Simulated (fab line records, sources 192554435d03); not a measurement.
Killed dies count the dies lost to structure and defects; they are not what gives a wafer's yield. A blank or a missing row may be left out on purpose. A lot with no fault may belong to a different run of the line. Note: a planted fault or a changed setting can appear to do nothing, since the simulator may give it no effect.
fab line records    flow n5-finfet
[record] lots = 9  wafers = 26  last-day = 17
route steps=1938 shown HKMG_FIN@437 BEOL_M4@1111 PASSIVATION@1936
lots with no fault: from the same line, run without faults
start-h: hours from the record's opening day to when the first of the lot's shown wafers began    wait-h: how many hours have passed since the lot's step before this one    " same as the row above    L1.1+2: a single row standing in for several wafers    - either no value or no given start    * or withheld: withheld    < > ~ a bound
route shown NAME@n: a module of which the file shows steps, and the number in the route of the first    usual: mean and standard deviation over wafers with no fault    same: alike in all rows    chamber/n: place in a boat    sites: readings site by site    _std_site: the standard deviation of these    _edge_site: outer sites' mean less inner sites'    radius-mm: for every site, how far away it sits from the centre of the wafer    mask NAME#n: copy n    behind: the last tool/chamber to shape the wafer    hold: cause of the lot's hold/its duration in hours/its outcome    device: the transistor (n, p or np) that didn't switch    end of line: the same wafers' tests at the end of the route    a step with no rows: only its recipe    killed: dies lost to structure and defects at the first sort, not the wafer's yield    map: the dies of a wafer, with x for killed, . for not killed, _ for no die there
set.NAME: the setting the step ran with; set.NAME@STEP: the setting that earlier step ran with    model.NAME: the simulator's own value behind a step, which no gauge read
the route's steps for a sample of lots (tables are steps, rows are wafers)
services: when a tool's chamber went out of use (start-h, in hours from the record's first day, below 0 if earlier), for how many hours, and the reason
[[steps]]
[step N5_HKMG_FIN_STRIP_34]
[recipe] chemistry = CF4  resist = SiARC  power-w = 300  bias-power-w = 75  pressure-mtorr = 50  cf4-flow-sccm = 150  rf-frequency-hz = 6e+07
[usual] chamber-pressure-mTorr = 50.00/0.048  drypump-motor-current-A = 5.8/0.54  oes-product-au = 0.76/0.08  rf-vpp-V = 271.4/1.7  showerhead-plenum-p-Torr = 1.80/0.056  throttle-valve-pct = 13.66/0.23
lot.wafer  tool         chamber  start-h  wait-h  chamber-pressure-mTorr  drypump-motor-current-A  oes-product-au  rf-hours-counter-h  rf-vpp-V  showerhead-plenum-p-Torr  throttle-valve-pct
L996.3     rie-diel-01  0        75.25    0.0     49.93                   5.6                      0.70            231                 268.9     1.71                      13.94
L996.4     "            2        "        "       50.05                   4.8                      0.76            160                 273.0     1.85                      13.61
L996.5     "            3        "        "       50.07                   5.9                      0.68            -                   271.0     1.84                      13.93
L999.2     rie-diel-01  1        93.24    0.0     50.07                   6.5                      0.71            198                 271.1     1.79                      14.01
L999.3     "            2        "        "       49.97                   4.8                      0.76            166                 273.2     1.85                      13.63
L102.2     rie-diel-01  1        112.25   0.0     50.09                   6.4                      0.71            207                 270.9     1.79                      14.02
L102.5     "            0        "        "       49.99                   5.6                      0.69            -                   268.5     1.71                      13.98
L102.6     "            2        "        "       50.03                   4.8                      0.75            -                   272.9     1.84                      13.64
L104.2     rie-diel-02  0        122.06   0.0     50.02                   6.0                      0.79            88                  268.4     1.74                      13.48
L104.4     "            3        "        "       50.02                   6.6                      0.76            137                 272.1     1.79                      13.49
L104.5     "            2        "        "       49.96                   6.4                      0.89            -                   275.1     1.90                      13.30
L107.3     rie-diel-05  0        147.66   0.0     50.00                   5.6                      0.69            234                 270.6     1.79                      13.82
L107.4     "            3        "        "       49.93                   5.5                      0.87            34                  274.1     1.91                      13.45
L107.5     "            1        "        "       49.93                   6.2                      0.72            -                   271.7     1.79                      13.55
L111.1     rie-diel-05  2        162.98   0.0     50.09                   5.7                      0.67            246                 270.8     1.77                      13.84
L111.3     "            3        "        "       50.04                   5.5                      0.87            40                  275.0     1.91                      13.48
L111.6     "            1        "        "       49.95                   6.2                      0.72            -                   270.5     1.79                      13.55
L113.1     rie-diel-02  3        177.96   0.0     49.96                   6.6                      0.73            158                 271.6     1.78                      13.54
L113.3     "            2        "        "       49.95                   6.4                      0.85            50                  274.0     1.89                      13.34
L113.4     "            1        "        "       50.01                   5.4                      0.71            194                 269.5     1.77                      13.69
L116.2     rie-diel-01  2        196.00   0.0     50.05                   4.8                      0.73            198                 273.0     1.84                      13.69
L116.3     "            0        "        "       49.95                   5.6                      0.94            13                  275.1     1.91                      13.45
L116.6     "            0        "        "       50.02                   5.6                      0.94            -                   272.9     1.91                      13.45
L117.1     rie-diel-05  2        203.44   0.0     50.07                   5.7                      0.97            5                   271.7     1.77                      13.31
L117.2     "            1        "        "       49.92                   6.2                      0.70            206                 272.0     1.78                      13.60
L117.5     "            2        "        "       49.94                   5.7                      0.98            -                   270.0     1.77                      13.31
[step N5_HKMG_FIN_STRIP_92]
[recipe] chemistry = N2/H2  material = SOC  time-s = 20  power-w = 500  temp-c = 40  pressure-mtorr = 50  rf-frequency-hz = 6e+07  bias-power-w = 8  h2-frac = 0.5  n2-flow-sccm = 300  h2-flow-sccm = 300
[usual] chamber-pressure-mTorr = 50.00/0.042  drypump-motor-current-A = 5.9/0.55  oes-product-au = 0.77/0.09  rf-vpp-V = 54.3/0.81  showerhead-plenum-p-Torr = 3.38/0.11  throttle-valve-pct = 19.0/0.33
lot.wafer  tool         chamber  start-h  wait-h  chamber-pressure-mTorr  drypump-motor-current-A  oes-product-au  rf-hours-counter-h  rf-vpp-V  showerhead-plenum-p-Torr  throttle-valve-pct
L996.3     rie-diel-01  0        75.42    0.1     49.94                   5.6                      0.70            231                 54.5      3.20                      19.0
L996.4     "            2        "        "       49.96                   4.8                      0.76            160                 55.6      3.48                      19.2
L996.5     "            3        "        "       49.94                   5.9                      0.69            -                   53.5      3.45                      19.7
L999.2     rie-diel-01  1        93.40    0.1     49.94                   6.5                      0.70            198                 53.2      3.32                      18.9
L999.3     "            2        "        "       50.02                   4.8                      0.77            166                 53.7      3.48                      19.2
L102.2     rie-diel-01  1        112.41   0.1     50.07                   6.5                      0.69            207                 55.0      3.32                      19.0
L102.5     "            0        "        "       49.92                   5.6                      0.69            -                   53.3      3.19                      19.0
L102.6     "            2        "        "       50.02                   4.9                      0.77            -                   55.7      3.47                      19.2
L104.2     rie-diel-02  0        122.23   0.1     50.02                   6.0                      0.80            89                  54.5      3.25                      18.5
L104.4     "            3        "        "       49.99                   6.6                      0.76            137                 54.6      3.34                      19.1
L104.5     "            2        "        "       50.03                   6.4                      0.91            -                   55.1      3.57                      18.7
L107.3     rie-diel-05  0        147.83   0.1     49.94                   5.6                      0.69            234                 53.9      3.33                      19.5
L107.4     "            3        "        "       50.00                   5.5                      0.88            34                  54.7      3.54                      18.4
L107.5     "            1        "        "       50.07                   6.2                      0.73            -                   53.3      3.33                      18.5
L111.1     rie-diel-05  2        163.15   0.1     49.99                   5.7                      0.67            246                 54.8      3.31                      19.3
L111.3     "            3        "        "       50.03                   5.5                      0.86            40                  54.7      3.54                      18.4
L111.6     "            1        "        "       50.03                   6.3                      0.72            -                   55.3      3.33                      18.5
L113.1     rie-diel-02  3        178.13   0.1     50.07                   6.6                      0.74            158                 54.1      3.32                      19.1
L113.3     "            2        "        "       50.00                   6.3                      0.89            50                  54.2      3.56                      18.7
L113.4     "            1        "        "       50.02                   5.5                      0.72            194                 53.6      3.33                      19.0
L116.2     rie-diel-01  2        196.17   0.1     50.06                   4.8                      0.73            198                 53.4      3.46                      19.2
L116.3     "            0        "        "       50.02                   5.6                      0.95            13                  54.1      3.59                      18.6
L116.6     "            0        "        "       50.04                   5.6                      0.96            -                   55.6      3.59                      18.6
L117.1     rie-diel-05  2        203.61   0.1     50.03                   5.7                      0.99            5                   55.9      3.31                      19.0
L117.2     "            1        "        "       49.99                   6.2                      0.71            206                 55.7      3.32                      18.5
L117.5     "            2        "        "       50.00                   5.7                      0.99            -                   54.9      3.31                      19.0
[step N5_HKMG_FIN_WET_ETCH_18]
[recipe] chemistry = SC1  target = TiN  mix = 1:1:5  temp-c = *  time-s = 55  target-depth-nm = 5.2  dry = ipa-marangoni  rinse-time-s = 30  rinse-temp-c = 23
[usual] bath-guard-temp-C = *  rinse-temp-c = *  temp-c = *
lot.wafer  tool          chamber  start-h  wait-h  bath-guard-temp-C  rinse-temp-c  temp-c
L996.3     wet-bench-03  4        75.50    0.1     *                  *             *
L996.4     "             0        "        "       *                  *             *
L996.5     "             5        "        "       *                  *             *
L999.2     wet-bench-01  6        93.49    0.1     *                  *             *
L999.3     "             0        "        "       *                  *             *
L102.2     wet-bench-06  6        112.50   0.1     *                  *             *
L102.5     "             1        "        "       *                  *             *
L102.6     "             4        "        "       *                  *             *
L104.2     wet-bench-01  5        122.32   0.1     *                  *             *
L104.4     "             1        "        "       *                  *             *
L104.5     "             2        "        "       *                  *             *
L107.3     wet-bench-06  1        147.91   0.1     *                  *             *
L107.4     "             0        "        "       *                  *             *
L107.5     "             5        "        "       *                  *             *
L111.1     wet-bench-06  6        163.23   0.1     *                  *             *
L111.3     "             7        "        "       *                  *             *
L111.6     "             0        "        "       *                  *             *
L113.1     wet-bench-01  6        178.21   0.1     *                  *             *
L113.3     "             5        "        "       *                  *             *
L113.4     "             4        "        "       *                  *             *
L116.2     wet-bench-06  7        196.26   0.1     *                  *             *
L116.3     "             1        "        "       *                  *             *
L116.6     "             6        "        "       *                  *             *
L117.1     wet-bench-01  4        203.69   0.1     *                  *             *
L117.2     "             5        "        "       *                  *             *
L117.5     "             0        "        "       *                  *             *
[step N5_HKMG_FIN_ALD_91]
[recipe] material = TiN  target-thk-a = 10  temp-c = 400  ald-precursor-family = TiCl4  ald-co-reactant = NH3  pulse-time-s = 1  purge-time-s = 3  co-reactant-purge-time-s = 2  co-reactant-pulse-time-s = 2  ald-cycles = 47  pressure-torr = 3
[usual] heater-power-w = 865/68  precursor-pulse-height-rel = 0.997/0.02
[same] ald-cycles = 47  pulse-time-s = 1  purge-time-s = 3
lot.wafer  tool          chamber  start-h  wait-h  heater-power-w  precursor-pulse-height-rel  since-wet-clean-h
L996.3     ald-metal-04  1        75.95    0.1     772             0.994                       2816
L996.4     "             3        "        "       766             1.016                       2816
L996.5     "             2        "        "       945             0.992                       -
L999.2     ald-metal-01  0        93.93    0.3     974             0.996                       4372
L999.3     "             2        "        "       959             0.994                       4372
L102.2     ald-metal-04  1        112.95   0.3     776             1.045                       2853
L102.5     "             2        "        "       962             1.003                       -
L102.6     "             3        "        "       787             1.003                       -
L104.2     ald-metal-03  3        122.77   0.3     883             0.991                       5940
L104.4     "             2        "        "       820             0.981                       5940
L104.5     "             2        "        "       814             0.957                       -
L107.3     ald-metal-04  1        148.36   0.1     772             1.003                       2888
L107.4     "             2        "        "       943             0.990                       2888
L107.5     "             3        "        "       777             0.986                       -
L111.1     ald-metal-04  1        163.68   0.3     802             0.986                       2903
L111.3     "             3        "        "       771             1.030                       2903
L111.6     "             2        "        "       940             0.971                       -
L113.1     ald-metal-04  3        178.66   0.3     788             1.015                       2918
L113.3     "             2        "        "       928             0.990                       2918
L113.4     "             1        "        "       761             1.026                       2918
L116.2     ald-metal-04  2        196.70   0.3     928             0.984                       2937
L116.3     "             3        "        "       770             0.999                       2937
L116.6     "             2        "        "       957             1.018                       -
L117.1     ald-metal-01  3        204.14   0.3     834             0.981                       4482
L117.2     "             2        "        "       932             0.962                       4482
L117.5     "             2        "        "       956             0.998                       -
[step N5_BEOL_M4_RC_MEAS_101]
[usual] DIBL_N = 35.9/1.7  DIBL_P = 35.8/2.2  IOFF_N = 0.15/0.03  IOFF_P = 0.21/0.036  ION_N = 674/12  ION_P = 463/7.2  SS_N = 71.3/0.59  SS_P = 73.1/0.69  VT_N = 250/3  VT_P = -251/3.2
lot.wafer  tool       chamber  start-h  wait-h  DIBL_N[mV/V]  DIBL_P[mV/V]  IOFF_N[nA/um]  IOFF_P[nA/um]  ION_N[uA/um]  ION_P[uA/um]  SS_N[mV/dec]  SS_P[mV/dec]  VT_N[mV]  VT_P[mV]
L996.3     prober-02  0        160.58   0.3     35.6          36.5          0.14           0.22           673           468           72.2          74.0          250       -248
L996.4     "          0        "        "       35.3          36.0          0.14           0.20           678           464           71.1          73.4          250       -252
L996.5     "          0        "        "       33.9          34.0          0.12           0.17           674           462           71.0          73.0          253       -252
L999.2     prober-01  0        184.27   0.2     38.9          36.7          0.20           0.23           691           467           71.1          73.1          247       -247
L999.3     "          0        "        "       37.9          36.7          0.19           0.25           670           462           71.4          72.5          245       -246
L102.2     prober-02  0        210.04   0.2     36.5          36.2          0.16           0.21           676           465           71.3          72.6          249       -251
L102.5     "          0        "        "       37.8          37.1          0.18           0.23           693           464           71.6          72.4          246       -248
L102.6     "          0        "        "       38.6          38.2          0.20           0.25           684           471           72.5          73.0          246       -247
L104.2     prober-01  0        229.99   0.2     35.7          37.4          0.15           0.20           675           467           71.2          73.1          250       -252
L104.4     "          0        "        "       35.9          36.5          0.14           0.21           675           467           71.5          73.0          254       -249
L104.5     "          0        "        "       35.3          37.5          0.15           0.22           685           474           71.3          72.5          249       -252
L107.3     prober-02  0        244.46   0.3     36.4          34.9          0.14           0.20           674           463           71.1          73.5          251       -250
L107.4     "          0        "        "       38.0          36.9          0.17           0.24           675           462           72.1          73.5          250       -249
L107.5     "          0        "        "       35.9          33.9          0.14           0.18           675           463           71.3          72.4          252       -253
L111.1     prober-01  0        268.79   0.0     35.3          38.2          0.16           0.22           668           457           71.4          74.3          250       -250
L111.3     "          0        "        "       34.1          35.7          0.14           0.18           680           469           71.1          73.4          249       -251
L111.6     "          0        "        "       37.2          39.6          0.20           0.25           685           466           72.2          74.7          245       -250
L113.1     prober-01  0        271.59   0.0     32.6          32.8          0.12           0.17           659           464           70.5          71.4          253       -250
L113.3     "          0        "        "       34.0          34.3          0.14           0.19           673           467           70.6          72.4          252       -250
L113.4     "          0        "        "       33.3          33.3          0.12           0.17           674           463           70.7          71.8          251       -251
L116.2     prober-02  0        293.08   0.2     37.1          36.8          0.17           0.25           679           472           71.1          73.1          249       -246
L116.3     "          0        "        "       35.5          35.6          0.15           0.22           678           469           71.2          72.3          252       -249
L116.6     "          0        "        "       35.7          35.6          0.14           0.22           671           464           71.6          73.1          252       -248
L117.1     prober-02  0        307.36   0.0     34.1          32.4          0.12           0.18           653           456           71.3          72.6          251       -252
L117.2     "          0        "        "       35.5          35.3          0.15           0.21           675           463           71.6          72.9          251       -254
L117.5     "          0        "        "       36.3          35.0          0.16           0.19           675           461           71.5          73.0          249       -253
[step N5_PASSIVATION_PROBE_49]
[usual] defect-limited-yield = 91.0/1.5  killed_at_M0_to_M3 = 35/12  killed_at_M4_up = 15/5.8  killed-at-contacts = 14/7.2  killed-at-front-end = 40/10  killed-at-other = 3/3  killed-dies = 106/18  killed-on-rim = 14/4  killed-open = 68/14  killed-short = 35/7.2  sort_bin_5_function = 5.2/0.96  sort_bin_6_memory = 3.3/0.69  sort-n-pass = 1074/18  sort-yield-pct = 91.0/1.5
[same] gross-dies = 1180  killed-at-back-side = 0  sort_bin_4_leakage[%] = 0  sort_bin_8_speed[%] = 0
lot.wafer  tool       chamber  start-h  wait-h  defect-limited-yield[%]  killed_at_M0_to_M3  killed_at_M4_up  killed-at-contacts  killed-at-front-end  killed-at-other  killed-dies  killed-on-rim  killed-open  killed-short  sort_bin_5_function[%]  sort_bin_6_memory[%]  sort-n-pass  sort-yield-pct[%]
L996.3     prober-02  -        264.05   0.1     91.8                     34                  21               14                  26                   2                97           8              55           40            5.2                     2.5                   1083         91.8
L996.4     prober-02  -        264.10   0.2     90.3                     27                  21               28                  38                   0                114          16             69           45            4.9                     4.7                   1066         90.3
L996.5     prober-02  -        264.15   0.2     91.6                     34                  18               21                  25                   1                99           13             71           27            4.6                     3.6                   1081         91.6
L999.2     prober-02  -        281.14   0.1     90.9                     42                  11               9                   42                   3                107          11             76           30            5.3                     3.4                   1073         90.9
L999.3     prober-02  -        281.19   0.1     91.3                     35                  11               11                  40                   6                103          17             73           28            5.6                     3.1                   1077         91.3
L102.2     prober-01  -        308.31   0.1     88.3                     69                  15               19                  33                   2                138          15             89           47            6.9                     3.9                   1042         88.3
L102.5     prober-01  -        308.46   0.2     89.9                     41                  23               23                  32                   0                119          12             85           32            6.5                     3.6                   1061         89.9
L102.6     prober-01  -        308.51   0.3     89.8                     44                  27               13                  36                   0                120          16             80           36            5.6                     3.8                   1060         89.8
L104.2     prober-02  -        335.48   0.1     90.3                     37                  16               12                  49                   1                115          11             76           35            6.4                     3.0                   1065         90.3
L104.4     prober-02  -        335.58   0.2     88.9                     46                  25               33                  18                   9                131          17             96           33            7.0                     3.8                   1049         88.9
L104.5     prober-02  -        335.63   0.2     89.5                     40                  24               23                  36                   1                124          20             80           35            5.8                     4.2                   1056         89.5
L107.3     prober-02  -        354.95   0.1     89.8                     30                  16               18                  54                   2                120          14             74           43            6.0                     3.9                   1060         89.8
L107.4     prober-02  -        355.00   0.2     91.5                     22                  7                33                  37                   1                100          19             68           25            5.0                     2.7                   1080         91.5
L107.5     prober-02  -        355.05   0.2     92.3                     26                  11               21                  30                   3                91           11             50           38            4.6                     2.9                   1089         92.3
L111.1     prober-02  -        365.10   0.5     89.0                     38                  29               15                  42                   6                130          17             78           49            6.4                     4.4                   1050         89.0
L111.3     prober-02  -        365.20   0.6     88.4                     62                  18               12                  42                   3                137          25             94           43            6.3                     5.0                   1043         88.4
L111.6     prober-02  -        365.35   0.8     88.8                     57                  23               6                   43                   3                132          12             80           51            6.3                     4.4                   1048         88.8
L113.1     prober-02  -        378.05   0.0     91.8                     46                  13               4                   31                   3                97           13             58           36            5.1                     2.9                   1083         91.8
L113.3     prober-02  -        378.15   0.1     92.9                     34                  9                3                   38                   0                84           12             43           38            3.9                     2.8                   1096         92.9
L113.4     prober-02  -        378.20   0.2     92.6                     43                  10               5                   25                   4                87           13             50           37            4.9                     2.3                   1093         92.6
L116.2     prober-02  -        391.57   0.1     88.5                     56                  13               13                  47                   7                136          18             88           42            6.0                     4.7                   1044         88.5
L116.3     prober-02  -        391.62   0.1     92.3                     21                  9                18                  43                   0                91           15             54           26            3.9                     2.7                   1089         92.3
L116.6     prober-02  -        391.77   0.3     91.3                     33                  13               13                  37                   7                103          14             67           36            5.8                     2.5                   1077         91.3
L117.1     prober-02  -        415.29   0.0     92.2                     24                  11               11                  45                   1                92           8              54           37            4.9                     2.4                   1088         92.2
L117.2     prober-02  -        415.34   0.1     92.2                     15                  12               14                  48                   3                92           14             64           23            4.6                     2.9                   1088         92.2
L117.5     prober-02  -        415.49   0.2     93.5                     22                  12               12                  29                   2                77           8              48           28            4.2                     2.3                   1103         93.5
// killed by level:class
L996.3 MOL_CONTACT_COAG:geometric-particle:open=10 BEOL_M0_SAQP:geometric-particle:short=8 BEOL_M3:geometric-particle:open=7 FIN_SAQP:geometric-particle:short=6 BEOL_M1:geometric-particle:open=5 BEOL_M0_SAQP:geometric-particle:open=5 BEOL_M4:geometric-particle:open=5 BEOL_M4:geometric-particle:short=5
L996.4 MOL_CONTACT_COAG:geometric-particle:open=22 FIN_SAQP:geometric-particle:short=12 FIN_SAQP:geometric-particle:open=12 BEOL_M0_SAQP:geometric-particle:open=9 BEOL_M0_SAQP:geometric-particle:short=8 GATE_CUT:geometric-particle:short=6 MOL_CONTACT_COAG:geometric-particle:short=6 BEOL_M5:geometric-particle:open=6
L996.5 MOL_CONTACT_COAG:geometric-particle:open=18 BEOL_M4:geometric-particle:open=10 BEOL_M0_SAQP:geometric-particle:open=8 BEOL_M1:geometric-particle:open=8 BEOL_M0_SAQP:geometric-particle:short=7 FIN_SAQP:geometric-particle:open=6 BEOL_M2:geometric-particle:open=4 FIN_CUT:geometric-particle:short=3
L999.2 BEOL_M3:geometric-particle:open=10 STI_FIN_REVEAL:geometric-particle:open=8 MOL_CONTACT_COAG:geometric-particle:open=8 BEOL_M0_SAQP:geometric-particle:open=8 BEOL_M2:geometric-particle:open=7 BEOL_M0_SAQP:geometric-particle:short=7 STARTING-WAFER:geometric-particle:open=7 FIN_SAQP:geometric-particle:open=6
L999.3 FIN_SAQP:geometric-particle:open=12 MOL_CONTACT_COAG:geometric-particle:open=9 BEOL_M0_SAQP:geometric-particle:open=8 DUMMY_GATE:geometric-particle:open=8 BEOL_M2:geometric-particle:open=7 BEOL_M0_SAQP:geometric-particle:short=6 BEOL_M3:geometric-particle:open=6 GATE_CUT:geometric-particle:short=5
L102.2 BEOL_M0_SAQP:geometric-particle:open=16 MOL_CONTACT_COAG:geometric-particle:open=16 BEOL_M0_SAQP:geometric-particle:short=15 BEOL_M2:geometric-particle:open=13 FIN_SAQP:geometric-particle:short=8 DUMMY_GATE:geometric-particle:open=8 BEOL_M3:geometric-particle:open=8 BEOL_M1:geometric-particle:open=7
L102.5 MOL_CONTACT_COAG:geometric-particle:open=18 BEOL_M4:geometric-particle:open=12 STI_FIN_REVEAL:geometric-particle:open=9 BEOL_M1:geometric-particle:open=9 BEOL_M2:geometric-particle:open=9 BEOL_M0_SAQP:geometric-particle:open=8 FIN_SAQP:geometric-particle:open=6 BEOL_M0_SAQP:geometric-particle:short=6
L102.6 BEOL_M4:geometric-particle:open=14 MOL_CONTACT_COAG:geometric-particle:open=13 BEOL_M0_SAQP:geometric-particle:open=13 STI_FIN_REVEAL:geometric-particle:open=11 BEOL_M0_SAQP:geometric-particle:short=8 BEOL_M1:geometric-particle:open=6 STI_FIN_REVEAL:geometric-particle:short=5 BEOL_M4:geometric-particle:short=5
L104.2 FIN_SAQP:geometric-particle:open=20 MOL_CONTACT_COAG:geometric-particle:open=11 BEOL_M3:geometric-particle:open=11 BEOL_M0_SAQP:geometric-particle:short=8 FIN_SAQP:geometric-particle:short=7 BEOL_M4:geometric-particle:open=6 STI_FIN_REVEAL:geometric-particle:open=5 DUMMY_GATE:geometric-particle:open=4
L104.4 MOL_CONTACT_COAG:geometric-particle:open=26 BEOL_M3:geometric-particle:open=14 BEOL_M4:geometric-particle:open=13 BEOL_M1:geometric-particle:open=9 BEOL_M2:geometric-particle:open=9 DUMMY_GATE:geometric-particle:open=8 MOL_CONTACT_COAG:geometric-particle:short=7 BEOL_M2:geometric-particle:short=4
L104.5 MOL_CONTACT_COAG:geometric-particle:open=20 BEOL_M3:geometric-particle:open=11 BEOL_M4:geometric-particle:open=9 BEOL_M0_SAQP:geometric-particle:open=8 BEOL_M4:geometric-particle:short=8 HKMG_FIN:area-etch=6 DUMMY_GATE:geometric-particle:open=5 GATE_CUT:geometric-particle:short=5
L107.3 FIN_SAQP:geometric-particle:open=14 MOL_CONTACT_COAG:geometric-particle:open=13 STI_FIN_REVEAL:geometric-particle:open=10 BEOL_M0_SAQP:geometric-particle:short=8 FIN_SAQP:geometric-particle:short=6 STARTING-WAFER:geometric-particle:short=6 BEOL_M0_SAQP:geometric-particle:open=5 BEOL_M8:geometric-particle:open=5
L107.4 MOL_CONTACT_COAG:geometric-particle:open=25 FIN_SAQP:geometric-particle:open=13 MOL_CONTACT_COAG:geometric-particle:short=8 STI_FIN_REVEAL:geometric-particle:open=5 BEOL_M0_SAQP:geometric-particle:open=5 BEOL_M2:geometric-particle:open=5 HKMG_FIN:area-etch=4 DUMMY_GATE:geometric-particle:open=3
L107.5 MOL_CONTACT_COAG:geometric-particle:open=15 FIN_SAQP:geometric-particle:short=9 BEOL_M2:geometric-particle:open=8 FIN_SAQP:geometric-particle:open=7 BEOL_M0_SAQP:geometric-particle:short=6 MOL_CONTACT_COAG:geometric-particle:short=6 BEOL_M1:geometric-particle:short=6 STI_FIN_REVEAL:geometric-particle:short=3
L111.1 BEOL_M4:geometric-particle:open=15 MOL_CONTACT_COAG:geometric-particle:open=11 FIN_SAQP:geometric-particle:open=10 FIN_SAQP:geometric-particle:short=8 BEOL_M2:geometric-particle:short=8 BEOL_M2:geometric-particle:open=7 BEOL_M4:geometric-particle:short=6 BEOL_M0_SAQP:geometric-particle:open=5
L111.3 BEOL_M2:geometric-particle:open=17 BEOL_M0_SAQP:geometric-particle:short=13 FIN_SAQP:geometric-particle:open=12 BEOL_M0_SAQP:geometric-particle:open=11 BEOL_M3:geometric-particle:open=9 MOL_CONTACT_COAG:geometric-particle:open=7 FIN_SAQP:geometric-particle:short=6 BEOL_M2:geometric-particle:short=6
L111.6 BEOL_M0_SAQP:geometric-particle:short=19 FIN_SAQP:geometric-particle:open=15 BEOL_M4:geometric-particle:open=14 BEOL_M2:geometric-particle:open=12 FIN_SAQP:geometric-particle:short=11 BEOL_M0_SAQP:geometric-particle:open=9 BEOL_M1:geometric-particle:open=7 MOL_CONTACT_COAG:geometric-particle:open=4
L113.1 BEOL_M1:geometric-particle:open=11 BEOL_M3:geometric-particle:open=11 BEOL_M0_SAQP:geometric-particle:short=9 BEOL_M0_SAQP:geometric-particle:open=5 FIN_SAQP:geometric-particle:open=4 MOL_CONTACT_COAG:geometric-particle:open=4 BEOL_M4:geometric-particle:open=4 STARTING-WAFER:geometric-particle:open=4
L113.3 FIN_SAQP:geometric-particle:short=13 FIN_SAQP:geometric-particle:open=10 BEOL_M0_SAQP:geometric-particle:short=9 BEOL_M3:geometric-particle:open=9 BEOL_M1:geometric-particle:open=4 STARTING-WAFER:geometric-particle:short=4 ILD0:geometric-particle:short=3 GATE_CUT:geometric-particle:short=3
L113.4 FIN_SAQP:geometric-particle:short=11 BEOL_M3:geometric-particle:open=10 BEOL_M0_SAQP:geometric-particle:open=8 BEOL_M0_SAQP:geometric-particle:short=7 BEOL_M1:geometric-particle:open=7 MOL_CONTACT_COAG:geometric-particle:open=5 GATE_CUT:geometric-particle:short=4 BEOL_M0:geometric-particle:short=4
L116.2 BEOL_M2:geometric-particle:open=12 MOL_CONTACT_COAG:geometric-particle:open=10 STI_FIN_REVEAL:geometric-particle:open=8 ILD0:geometric-particle:open=8 BEOL_M0_SAQP:geometric-particle:short=8 BEOL_M1:geometric-particle:open=8 BEOL_M3:geometric-particle:open=6 BEOL_M4:geometric-particle:open=6
L116.3 MOL_CONTACT_COAG:geometric-particle:open=15 HKMG_FIN:area-etch=10 GATE_CUT:geometric-particle:short=9 BEOL_M0:geometric-particle:open=7 GATE_CUT:geometric-particle:open=6 FIN_SAQP:geometric-particle:short=5 FIN_SAQP:geometric-particle:open=4 BEOL_M0_SAQP:geometric-particle:open=4
L116.6 MOL_CONTACT_COAG:geometric-particle:open=12 GATE_CUT:geometric-particle:short=10 STI_FIN_REVEAL:geometric-particle:open=8 BEOL_M1:geometric-particle:open=7 GATE_CUT:geometric-particle:open=6 BEOL_M2:geometric-particle:open=6 BEOL_M0_SAQP:geometric-particle:short=5 BEOL_M0_SAQP:geometric-particle:open=4
L117.1 FIN_SAQP:geometric-particle:short=14 BEOL_M0_SAQP:geometric-particle:open=9 DUMMY_GATE:geometric-particle:open=8 MOL_CONTACT_COAG:geometric-particle:open=8 FIN_SAQP:geometric-particle:open=5 BEOL_M5:geometric-particle:open=5 GATE_CUT:geometric-particle:short=4 BEOL_M0_SAQP:geometric-particle:short=4
L117.2 MOL_CONTACT_COAG:geometric-particle:open=11 FIN_SAQP:geometric-particle:open=10 FIN_SAQP:geometric-particle:short=8 STI_FIN_REVEAL:geometric-particle:open=8 DUMMY_GATE:geometric-particle:open=5 BEOL_M3:geometric-particle:open=5 BEOL_M5:geometric-particle:open=5 BEOL_M8:geometric-particle:open=4
L117.5 MOL_CONTACT_COAG:geometric-particle:open=10 BEOL_M0_SAQP:geometric-particle:short=10 STI_FIN_REVEAL:geometric-particle:open=9 BEOL_M0_SAQP:geometric-particle:open=5 BEOL_M5:geometric-particle:open=5 FIN_SAQP:geometric-particle:open=4 FIN_SAQP:geometric-particle:short=4 BEOL_M4:geometric-particle:open=4
[[services]]
tool          chamber  start-h  hours  kind
rie-diel-01   0        57.21    11.7   repair
ald-metal-03  1        59.61    2.3    repair
ald-metal-03  3        71.79    10.1   repair
rie-diel-01   3        95.39    -      clean
rie-diel-01   3        95.39    -      consumable-replace:focus-ring
rie-diel-01   3        95.39    21.6   scheduled-down
rie-diel-01   3        95.39    21.6   vent-cycle
ald-metal-01  3        122.01   6.1    repair
rie-diel-01   0        127.32   -      clean
rie-diel-01   0        127.32   -      consumable-replace:focus-ring
rie-diel-01   0        127.32   -      consumable-replace:showerhead
rie-diel-01   0        127.32   22.1   scheduled-down
rie-diel-01   0        127.32   22.1   vent-cycle
ald-metal-01  -        158.04   6.0    pm
ald-metal-04  -        165.34   8.7    pm
ald-metal-01  2        166.55   6.6    repair
rie-diel-05   2        174.17   -      clean
rie-diel-05   2        174.17   -      consumable-replace:focus-ring
rie-diel-05   2        174.17   18.4   scheduled-down
rie-diel-05   2        174.17   18.4   vent-cycle
rie-diel-05   0        193.08   -      clean
rie-diel-05   0        193.08   -      consumable-replace:focus-ring
rie-diel-05   0        193.08   30.1   scheduled-down
rie-diel-02   -        195.44   3.7    repair
[[key]]
[first-sign] step = N5_HKMG_FIN_WET_ETCH_18  reading = temp-c  direction = down  sigmas = 40  usual = *  struck = *
[effect] step = N5_HKMG_FIN_WET_ETCH_18  reading = bath-guard-temp-C  direction = down  sigmas = 6.1  usual = *  struck = *
met-at N5_HKMG_FIN_WET_ETCH_18
struck-lots L116
struck-wafers L116.6
[baseline-loss] step = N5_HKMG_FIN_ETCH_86  wafers = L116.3
not-acting-at N5_HKMG_FIN_STRIP_34,N5_HKMG_FIN_STRIP_92,N5_HKMG_FIN_ALD_91
onset-between 163.23 196.26
[fault] kind = process-parameter-drift  tool = wet-bench-06  chamber = 6  onset-h = 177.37  steps = N5_HKMG_FIN_WET_ETCH_18  channel = temp-c  offset = *  shape = step  end-h = 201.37  acts-in = *  stated = *
// baseline-loss: these wafers lose ten dies or more at that step, a loss of the line's own and not of a fault; the sort's usual values leave them out
